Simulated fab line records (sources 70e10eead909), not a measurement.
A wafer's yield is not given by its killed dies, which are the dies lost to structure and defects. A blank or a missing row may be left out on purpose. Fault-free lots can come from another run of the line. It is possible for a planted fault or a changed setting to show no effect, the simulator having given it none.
fab line records | flow nand_harc
record: lots: 12 | wafers: 36 | last_day: 35
route steps=1302 shown A_M0@1163 A_M1@1177 END@1302
lots that met no fault: from a run of the same line without faults
start_h: hours from the record's first day to the start of the lot's first wafer shown | wait_h: hours elapsed since this lot's preceding step | " unchanged from the row above | L1.1+2: a row that stands for several wafers | - no value present, or no start provided | * or withheld: withheld | < > ~ a bound
route shown NAME@n: NAME is a module with steps in the file, n the number in the route of the first one | usual: the fault-free wafers' mean and standard deviation | same: alike in all rows | chamber/n: place in a boat | sites: the reading at each site | _std_site: how widely they spread, as a standard deviation | _edge_site: outer sites' mean less inner sites' | radius_mm: for every site, how far away it sits from the centre of the wafer | mask NAME#n: copy n | behind: the last tool/chamber to shape the wafer | hold: why the lot was held/for how many hours/how that ended | device: whichever transistor did not switch (one of n, p or np) | end of line: the same wafers' tests at the end of the route | a step with no rows: only its recipe | killed: count of dies lost to structure and defects at first sort (not the wafer's yield) | map: the dies of a wafer, with x for killed, . for not killed, _ for no die there
set.NAME: the setting the step ran with; set.NAME@STEP: the setting that earlier step ran with | model.NAME: the simulator's own value behind a step, which no gauge read
steps of the route over a sample of lots; a table a step, a row a wafer
services: the hour from which a tool's chamber was out of use, counted from the record's first day as start_h (under 0 if before that day), plus the number of hours and why
== steps ==
step: NHARC_A_M0_THK_MEAS_24
recipe: thk_meas_gauge: xrf
usual: thk_nm: 114.0/1.4
lot.wafer | tool          | chamber | start_h | wait_h | thk_nm
L440.2    | film_metro-02 | -       | 548.50  | -      | 116.6
L440.4    | "             | -       | "       | "      | 112.0
L440.5    | "             | -       | "       | "      | 113.3
L442.1    | film_metro-02 | -       | 555.77  | -      | 111.6
L442.2    | "             | -       | "       | "      | 113.7
L442.3    | "             | -       | "       | "      | 113.5
L444.1    | film_metro-01 | -       | 590.44  | -      | 112.4
L444.2    | "             | -       | "       | "      | 112.2
L444.5    | "             | -       | "       | "      | 112.5
L446.1    | film_metro-01 | -       | 618.13  | -      | 113.5
L446.2    | "             | -       | "       | "      | 114.5
L446.6    | "             | -       | "       | "      | 113.4
L448.2    | film_metro-02 | -       | 621.80  | -      | 113.2
L448.4    | "             | -       | "       | "      | 116.4
L448.6    | "             | -       | "       | "      | 113.7
L449.3    | film_metro-01 | -       | 623.21  | -      | 114.2
L449.5    | "             | -       | "       | "      | 114.4
L449.6    | "             | -       | "       | "      | 110.2
L455.1    | film_metro-01 | -       | 695.69  | -      | 114.6
L455.4    | "             | -       | "       | "      | 115.1
L455.5    | "             | -       | "       | "      | 112.5
L458.2    | film_metro-01 | -       | 711.66  | -      | 114.9
L458.4    | "             | -       | "       | "      | 115.7
L458.5    | "             | -       | "       | "      | 116.4
L456.1    | film_metro-02 | -       | 714.19  | -      | 113.0
L456.3    | "             | -       | "       | "      | 117.3
L456.5    | "             | -       | "       | "      | 113.9
L460.2    | film_metro-02 | -       | 748.49  | -      | 116.0
L460.3    | "             | -       | "       | "      | 111.5
L460.5    | "             | -       | "       | "      | 114.8
L459.3    | film_metro-02 | -       | 759.01  | -      | 114.5
L459.5    | "             | -       | "       | "      | 115.1
L459.6    | "             | -       | "       | "      | 115.6
L461.2    | film_metro-01 | -       | 762.71  | -      | 114.2
L461.3    | "             | -       | "       | "      | 115.2
L461.4    | "             | -       | "       | "      | 114.0
step: NHARC_A_M0_PRE_CLEAN_31
recipe: time_s: 12 | temp_c: 370 | rf_power_w: 300 | gas: NH3
usual: heater_power_w: 593/88
lot.wafer | tool     | chamber | start_h | wait_h | heater_power_w
L440.2    | pecvd-01 | 0       | 548.73  | 0.1    | 590
L440.4    | "        | 0       | "       | "      | 625
L440.5    | "        | 1       | "       | "      | 484
L442.1    | pecvd-04 | 1       | 556.00  | 0.1    | 698
L442.3    | "        | 2       | "       | "      | 764
L442.2    | "        | 0       | "       | "      | 633
L444.1    | pecvd-01 | 1       | 590.66  | 0.1    | 538
L444.2    | "        | 0       | "       | "      | 664
L444.5    | "        | 0       | "       | "      | 659
L446.1    | pecvd-04 | 0       | 618.35  | 0.1    | 665
L446.2    | "        | 2       | "       | "      | 743
L446.6    | "        | 0       | "       | "      | 626
L448.2    | pecvd-01 | 2       | 622.05  | 0.1    | 668
L448.6    | "        | 0       | "       | "      | 678
L448.4    | "        | 1       | "       | "      | 493
L449.3    | pecvd-03 | 0       | 623.46  | 0.1    | 478
L449.5    | "        | 1       | "       | "      | 504
L449.6    | "        | 2       | "       | "      | 465
L455.1    | pecvd-03 | 0       | 695.92  | 0.1    | 535
L455.5    | "        | 1       | "       | "      | 549
L455.4    | "        | 2       | "       | "      | 470
L458.2    | pecvd-01 | 1       | 711.90  | 0.1    | 568
L458.5    | "        | 0       | "       | "      | 578
L458.4    | "        | 2       | "       | "      | 666
L456.3    | pecvd-01 | 2       | 714.44  | 0.1    | 653
L456.1    | "        | 0       | "       | "      | 623
L456.5    | "        | 0       | "       | "      | 633
L460.2    | pecvd-01 | 2       | 748.72  | 0.1    | 630
L460.3    | "        | 1       | "       | "      | 523
L460.5    | "        | 2       | "       | "      | 637
L459.3    | pecvd-03 | 0       | 759.23  | 0.1    | 601
L459.5    | "        | 1       | "       | "      | 530
L459.6    | "        | 2       | "       | "      | 568
L461.3    | pecvd-01 | 0       | 762.95  | 0.1    | 724
L461.2    | "        | 1       | "       | "      | 481
L461.4    | "        | 2       | "       | "      | 644
step: NHARC_A_M1_PEB_07
recipe: peb_temp_c: 100 | peb_time_s: 65
usual: chill_plate_temp_C: 23.01/0.11 | exhaust_pa: 45.0/0.77 | heater_power_total_W: 156.6/0.44 | plate_temp_C: 100.00/0.14
lot.wafer | tool           | chamber | start_h | wait_h | chill_plate_temp_C | exhaust_pa | heater_power_total_W | plate_temp_C
L440.2    | litho_track-06 | 0       | 549.99  | 0.1    | 23.01              | 44.2       | 155.9                | 99.78
L440.4    | "              | 0       | "       | "      | 23.10              | 44.1       | 156.9                | 99.71
L440.5    | "              | 0       | "       | "      | 23.00              | 44.1       | 156.9                | 99.75
L442.1    | litho_track-06 | 0       | 557.22  | 0.1    | 22.89              | 44.6       | 157.1                | 99.80
L442.2    | "              | 0       | "       | "      | 23.08              | 45.8       | 156.7                | 100.02
L442.3    | "              | 0       | "       | "      | 22.91              | 44.5       | 157.0                | 99.82
L444.1    | litho_track-01 | 0       | 591.77  | 0.1    | 23.08              | 45.2       | 157.1                | 100.08
L444.2    | "              | 0       | "       | "      | 23.00              | 44.4       | 157.0                | 99.87
L444.5    | "              | 0       | "       | "      | 23.25              | 44.4       | 156.3                | 100.12
L446.1    | litho_track-01 | 0       | 619.59  | 0.1    | 23.01              | 46.6       | 156.1                | 100.09
L446.2    | "              | 0       | "       | "      | 23.15              | 44.6       | 156.0                | 99.94
L446.6    | "              | 0       | "       | "      | 22.82              | 45.1       | 156.5                | 99.88
L448.2    | litho_track-06 | 0       | 623.27  | 0.1    | 22.85              | 43.0       | 156.8                | 100.01
L448.4    | "              | 0       | "       | "      | 22.89              | 45.3       | 156.8                | 100.13
L448.6    | "              | 0       | "       | "      | 22.95              | 45.3       | 156.3                | 100.16
L449.3    | litho_track-06 | 0       | 624.59  | 0.0    | 22.90              | 45.1       | 156.3                | 99.99
L449.5    | "              | 0       | "       | "      | 22.93              | 43.9       | 157.0                | 99.91
L449.6    | "              | 0       | "       | "      | 22.98              | 44.8       | 157.0                | 99.92
L455.1    | litho_track-06 | 0       | 697.05  | 0.1    | 23.22              | 43.2       | 158.4                | 100.80
L455.4    | "              | 0       | "       | "      | 23.02              | 44.4       | 158.9                | 101.02
L455.5    | "              | 0       | "       | "      | 23.23              | 45.8       | 158.2                | 100.78
L458.2    | litho_track-06 | 0       | 713.12  | 0.1    | 22.97              | 45.2       | 158.1                | 100.99
L458.4    | "              | 0       | "       | "      | 22.93              | 46.8       | 158.5                | 101.11
L458.5    | "              | 0       | "       | "      | 23.11              | 45.3       | 158.5                | 100.98
L456.1    | litho_track-01 | 0       | 715.56  | 0.1    | 23.08              | 45.7       | 155.9                | 100.22
L456.3    | "              | 0       | "       | "      | 23.06              | 45.3       | 156.2                | 100.04
L456.5    | "              | 0       | "       | "      | 23.08              | 44.5       | 156.9                | 99.74
L460.2    | litho_track-01 | 0       | 749.94  | 0.1    | 23.06              | 45.0       | 156.0                | 99.95
L460.3    | "              | 0       | "       | "      | 23.02              | 45.4       | 157.2                | 100.01
L460.5    | "              | 0       | "       | "      | 23.01              | 45.5       | 156.5                | 100.02
L459.3    | litho_track-01 | 0       | 760.53  | 0.0    | 22.85              | 44.5       | 156.7                | 99.78
L459.5    | "              | 0       | "       | "      | 22.83              | 44.3       | 157.1                | 100.05
L459.6    | "              | 0       | "       | "      | 22.79              | 44.2       | 157.0                | 100.05
L461.2    | litho_track-01 | 0       | 764.19  | 0.1    | 23.03              | 45.3       | 156.6                | 99.74
L461.3    | "              | 0       | "       | "      | 23.17              | 44.0       | 156.1                | 99.72
L461.4    | "              | 0       | "       | "      | 23.10              | 46.6       | 156.5                | 99.74
step: NHARC_A_M1_CD_MEAS_09
recipe: target_cd_nm: 120 | landing_energy_ev: 500
usual: cd_nm: 120.1/0.59
lot.wafer | tool      | chamber | start_h | wait_h | cd_nm
L440.2    | cd_sem-02 | 0       | 550.08  | -      | 119.6
L440.4    | "         | 0       | "       | "      | 120.1
L440.5    | "         | 0       | "       | "      | 120.4
L442.1    | cd_sem-01 | 0       | 557.30  | -      | 119.4
L442.2    | "         | 0       | "       | "      | 119.9
L442.3    | "         | 0       | "       | "      | 120.5
L444.1    | cd_sem-03 | 0       | 591.85  | -      | 119.0
L444.2    | "         | 0       | "       | "      | 119.3
L444.5    | "         | 0       | "       | "      | 120.0
L446.1    | cd_sem-03 | 0       | 619.67  | -      | 119.9
L446.2    | "         | 0       | "       | "      | 119.5
L446.6    | "         | 0       | "       | "      | 119.5
L448.2    | cd_sem-01 | 0       | 623.35  | -      | 120.1
L448.4    | "         | 0       | "       | "      | 120.6
L448.6    | "         | 0       | "       | "      | 120.1
L449.3    | cd_sem-03 | 0       | 624.67  | -      | 119.1
L449.5    | "         | 0       | "       | "      | 119.8
L449.6    | "         | 0       | "       | "      | 120.1
L455.1    | cd_sem-03 | 0       | 697.13  | -      | 123.2
L455.4    | "         | 0       | "       | "      | 124.0
L455.5    | "         | 0       | "       | "      | 123.7
L458.2    | cd_sem-01 | 0       | 713.20  | -      | 123.2
L458.4    | "         | 0       | "       | "      | 122.3
L458.5    | "         | 0       | "       | "      | 122.6
L456.1    | cd_sem-03 | 0       | 715.64  | -      | 119.9
L456.3    | "         | 0       | "       | "      | 119.8
L456.5    | "         | 0       | "       | "      | 120.6
L460.2    | cd_sem-01 | 0       | 750.02  | -      | 120.8
L460.3    | "         | 0       | "       | "      | 120.1
L460.5    | "         | 0       | "       | "      | 119.1
L459.3    | cd_sem-01 | 0       | 760.62  | -      | 119.7
L459.5    | "         | 0       | "       | "      | 119.6
L459.6    | "         | 0       | "       | "      | 119.5
L461.2    | cd_sem-01 | 0       | 764.27  | -      | 120.4
L461.3    | "         | 0       | "       | "      | 120.0
L461.4    | "         | 0       | "       | "      | 120.7
step: NHARC_A_M1_DESCUM_14
recipe: time_s: 3 | o2_flow_sccm: 200 | ar_flow_sccm: 0 | bias_power_w: 0 | chemistry: O2
usual: chamber_pressure_mTorr: 60.00/0.051 | drypump_motor_current_A: 5.6/0.44 | oes_product_au: 1.000/0.0092 | rf_vpp_V: 57.9/0.81 | showerhead_plenum_p_Torr: 1.95/0.082 | throttle_valve_pct: 11.310/0.0086
lot.wafer | tool        | chamber | start_h | wait_h | chamber_pressure_mTorr | drypump_motor_current_A | oes_product_au | rf_hours_counter_h | rf_vpp_V | showerhead_plenum_p_Torr | throttle_valve_pct
L440.4    | rie_diel-11 | 3       | 550.27  | 0.1    | 60.07                  | 5.7                     | 0.993          | 6.5                | 56.5     | 2.05                     | 11.301
L440.2    | "           | 1       | "       | "      | 59.95                  | 4.7                     | 0.994          | 6.1                | 56.5     | 1.89                     | 11.309
L440.5    | "           | 2       | "       | "      | 60.01                  | 6.1                     | 1.011          | -                  | 58.9     | 2.03                     | 11.306
L442.3    | rie_diel-10 | 3       | 557.50  | 0.1    | 59.96                  | 5.9                     | 1.012          | 8.1                | 58.3     | 2.01                     | 11.302
L442.1    | "           | 0       | "       | "      | 60.07                  | 6.4                     | 1.012          | 9.2                | 58.2     | 1.98                     | 11.326
L442.2    | "           | 1       | "       | "      | 59.97                  | 6.0                     | 1.001          | 8.4                | 56.9     | 1.85                     | 11.311
L444.2    | rie_diel-11 | 2       | 592.04  | 0.1    | 60.12                  | 6.1                     | 1.005          | 8.4                | 59.7     | 2.03                     | 11.296
L444.1    | "           | 0       | "       | "      | 60.01                  | 5.5                     | 0.994          | 8.3                | 57.4     | 1.96                     | 11.319
L444.5    | "           | 2       | "       | "      | 60.05                  | 6.1                     | 1.016          | -                  | 57.1     | 2.03                     | 11.316
L446.2    | rie_diel-12 | 2       | 619.86  | 0.1    | 59.85                  | 5.2                     | 1.004          | 3.9                | 58.6     | 1.86                     | 11.295
L446.1    | "           | 3       | "       | "      | 60.04                  | 5.6                     | 1.004          | 3.9                | 58.5     | 2.02                     | 11.318
L446.6    | "           | 2       | "       | "      | 60.03                  | 5.2                     | 1.005          | -                  | 57.5     | 1.86                     | 11.319
L448.4    | rie_diel-10 | 0       | 623.55  | 0.1    | 59.99                  | 6.4                     | 0.997          | 1.0                | 58.6     | 1.98                     | 11.315
L448.2    | "           | 1       | "       | "      | 60.03                  | 6.0                     | 0.984          | 0.8                | 56.5     | 1.85                     | 11.299
L448.6    | "           | 3       | "       | "      | 60.06                  | 5.9                     | 1.017          | -                  | 58.3     | 2.01                     | 11.303
L449.3    | rie_diel-10 | 3       | 624.87  | 0.1    | 59.98                  | 5.9                     | 1.005          | 1.1                | 56.7     | 2.01                     | 11.304
L449.5    | "           | 0       | "       | "      | 59.95                  | 6.4                     | 1.001          | -                  | 56.7     | 1.98                     | 11.300
L449.6    | "           | 2       | "       | "      | 60.00                  | 5.7                     | 1.000          | -                  | 58.1     | 1.78                     | 11.298
L455.4    | rie_diel-10 | 3       | 697.33  | 0.1    | 60.00                  | 5.9                     | 1.002          | 5.0                | 58.6     | 2.01                     | 11.302
L455.1    | "           | 0       | "       | "      | 59.98                  | 6.4                     | 1.006          | 5.4                | 57.9     | 1.98                     | 11.311
L455.5    | "           | 2       | "       | "      | 60.05                  | 5.7                     | 1.000          | -                  | 57.9     | 1.78                     | 11.304
L458.2    | rie_diel-12 | 1       | 713.39  | 0.1    | 60.06                  | 5.5                     | 0.986          | 2.0                | 58.5     | 1.93                     | 11.312
L458.4    | "           | 2       | "       | "      | 60.03                  | 5.2                     | 1.015          | 2.2                | 56.8     | 1.86                     | 11.322
L458.5    | "           | 1       | "       | "      | 59.97                  | 5.6                     | 0.994          | -                  | 58.3     | 1.92                     | 11.308
L456.1    | rie_diel-10 | 3       | 715.85  | 0.1    | 59.99                  | 5.9                     | 1.011          | 5.6                | 57.4     | 2.01                     | 11.314
L456.3    | "           | 0       | "       | "      | 60.03                  | 6.4                     | 1.003          | 6.1                | 57.9     | 1.97                     | 11.299
L456.5    | "           | 1       | "       | "      | 59.99                  | 6.0                     | 1.000          | -                  | 57.2     | 1.85                     | 11.308
L460.2    | rie_diel-12 | 3       | 750.20  | 0.1    | 59.95                  | 5.6                     | 1.008          | 3.4                | 58.5     | 2.02                     | 11.301
L460.3    | "           | 0       | "       | "      | 59.94                  | 5.4                     | 0.991          | 3.3                | 57.3     | 1.87                     | 11.312
L460.5    | "           | 0       | "       | "      | 60.05                  | 5.4                     | 1.001          | -                  | 59.2     | 1.87                     | 11.313
L459.3    | rie_diel-12 | 2       | 760.81  | 0.1    | 60.06                  | 5.2                     | 1.002          | 3.8                | 57.2     | 1.86                     | 11.308
L459.6    | "           | 0       | "       | "      | 60.03                  | 5.4                     | 0.987          | -                  | 58.6     | 1.87                     | 11.316
L459.5    | "           | 1       | "       | "      | 60.00                  | 5.6                     | 0.989          | -                  | 57.2     | 1.92                     | 11.311
L461.3    | rie_diel-12 | 0       | 764.45  | 0.1    | 60.02                  | 5.4                     | 0.992          | 3.9                | 56.4     | 1.87                     | 11.311
L461.2    | "           | 1       | "       | "      | 60.00                  | 5.5                     | 0.995          | 3.5                | 57.1     | 1.92                     | 11.315
L461.4    | "           | 2       | "       | "      | 59.92                  | 5.1                     | 0.998          | 3.9                | 56.1     | 1.86                     | 11.316
step: NHARC_END_SORT_01
recipe: temp_c: 25
usual: defect_limited_yield: 90/3.4 | killed_at_array: 62/22 | killed_at_other: 1.0/1.4 | killed_at_periphery: 4.2/2.8 | killed_dies: 67/23 | killed_open: 3.1/1.7 | killed_short: 2.1/1.5
same: gross_dies: 677
lot.wafer | tool      | chamber | start_h | wait_h | defect_limited_yield[%] | killed_at_array | killed_at_other | killed_at_periphery | killed_dies | killed_open | killed_short
L448.2    | prober-02 | 0       | 662.44  | 2.8    | 88                      | 77              | 1               | 4                   | 82          | 4           | 5
L448.4    | prober-02 | 0       | 664.05  | 3.4    | 88                      | 72              | 0               | 6                   | 78          | 4           | 5
L448.6    | prober-02 | 0       | 665.66  | 4.0    | 91                      | 58              | 1               | 4                   | 63          | 2           | 1
L449.3    | prober-01 | 0       | 663.35  | 3.1    | 92                      | 54              | 0               | 0                   | 54          | 1           | 5
L449.5    | prober-01 | 0       | 664.96  | 3.7    | 92                      | 55              | 0               | 0                   | 55          | 3           | 5
L449.6    | prober-01 | 0       | 665.77  | 4.0    | 92                      | 55              | 2               | 0                   | 57          | 3           | 3
killed by level:class
L448.2 A_CHANNEL_HOLE_D1:chamber_film_flake=35 A_CHANNEL_HOLE_D2:chamber_film_flake=21 A_CONTACT:chamber_film_flake=4 P_M2:chamber_film_flake=3 A_SLIT:chamber_film_flake=3 A_CHANNEL_FILL_D1:geometric_particle:short=2 A_M0:geometric_particle:open=2 A_DECK1_JOINT:chamber_film_flake=2
L449.3 A_SLIT:chamber_film_flake=30 A_CHANNEL_HOLE_D1:chamber_film_flake=8 A_CONTACT:chamber_film_flake=3 A_ONON_D2:geometric_particle:short=2 A_WL_FILL:geometric_particle:short=2 A_SGD_CUT:chamber_film_flake=2 A_CHANNEL_FILL_D1:geometric_particle:open=1 A_CHANNEL_FILL_D2:geometric_particle:short=1
L448.4 A_CHANNEL_HOLE_D1:chamber_film_flake=34 A_CHANNEL_HOLE_D2:chamber_film_flake=22 A_CONTACT:chamber_film_flake=4 A_DECK1_JOINT:chamber_film_flake=3 A_ONON_D1:geometric_particle:short=2 A_WL_FILL:geometric_particle:short=2 P_STI:chamber_film_flake=2 P_M2:chamber_film_flake=2
L449.5 A_SLIT:chamber_film_flake=31 A_CHANNEL_HOLE_D1:chamber_film_flake=8 A_DECK1_JOINT:geometric_particle:short=2 A_STAIRCASE:chamber_film_flake=2 A_CONTACT:chamber_film_flake=2 A_ONON_D1:geometric_particle:open=1 A_ONON_D1:geometric_particle:short=1 A_CHANNEL_FILL_D1:geometric_particle:short=1
L448.6 A_CHANNEL_HOLE_D1:chamber_film_flake=27 A_CHANNEL_HOLE_D2:chamber_film_flake=19 A_CONTACT:chamber_film_flake=7 P_M2:chamber_film_flake=3 A_DECK1_JOINT:chamber_film_flake=2 P_STI:geometric_particle:short=1 A_CHANNEL_FILL_D2:geometric_particle:open=1 A_WL_FILL:geometric_particle:open=1
L449.6 A_SLIT:chamber_film_flake=35 A_CHANNEL_HOLE_D1:chamber_film_flake=6 A_WL_FILL:geometric_particle:short=3 A_CONTACT:chamber_film_flake=3 THIN_TSV:chamber_film_flake=2 A_STAIRCASE:geometric_particle:open=1 A_WL_FILL:geometric_particle:open=1 A_M0:geometric_particle:open=1
== services ==
tool           | chamber | start_h | hours | kind
litho_track-06 | -       | 529.00  | 7.0   | pm
pecvd-04       | 1       | 531.54  | 3.0   | repair
pecvd-01       | -       | 532.98  | 0.5   | repair
pecvd-03       | -       | 547.56  | 13.0  | pm
rie_diel-10    | 3       | 593.75  | 3.2   | repair
rie_diel-10    | -       | 596.52  | 9.0   | pm
rie_diel-10    | 3       | 609.46  | 2.4   | repair
rie_diel-11    | -       | 609.50  | 9.0   | pm
rie_diel-11    | 0       | 619.74  | 6.2   | repair
rie_diel-12    | -       | 622.49  | 9.0   | pm
rie_diel-10    | 1       | 623.57  | 7.8   | repair
pecvd-04       | -       | 631.38  | 13.0  | pm
rie_diel-11    | -       | 641.52  | 1.1   | repair
rie_diel-12    | 0       | 643.53  | 8.0   | repair
pecvd-03       | 0       | 648.50  | 4.9   | repair
litho_track-01 | -       | 680.00  | 7.0   | pm
pecvd-01       | -       | 691.12  | 13.0  | pm
litho_track-06 | -       | 704.00  | 7.0   | pm
rie_diel-11    | -       | 712.77  | 0.4   | repair
pecvd-04       | 1       | 720.65  | 2.9   | repair
rie_diel-11    | 0       | 722.32  | 7.2   | repair
pecvd-03       | -       | 728.56  | 13.0  | pm
rie_diel-12    | 3       | 741.25  | 8.2   | repair
rie_diel-10    | 0       | 750.03  | 7.3   | repair
== key ==
first_sign: step: NHARC_A_M1_PEB_07 | reading: plate_temp_C | direction: up | sigmas: 6.6 | usual: * | struck: *
effect: step: NHARC_A_M1_PEB_07 | reading: heater_power_total_W | direction: up | sigmas: 4.3 | usual: * | struck: *
effect: step: NHARC_A_M1_CD_MEAS_09 | reading: cd_nm | direction: up | sigmas: 5.2 | usual: 120.1 | struck: 123.2
met_at NHARC_A_M1_PEB_07
struck_lots L455,L458
not_acting_at NHARC_A_M0_THK_MEAS_24,NHARC_A_M0_PRE_CLEAN_31,NHARC_A_M1_DESCUM_14
onset_between 624.59 697.05
fault: kind: process_parameter_drift | tool: litho_track-06 | chamber: - | onset_h: 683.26 | steps: NHARC_A_M1_PEB_07 | channel: peb_temp_c | offset: * | shape: step | end_h: 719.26 | acts_in: * | stated: *
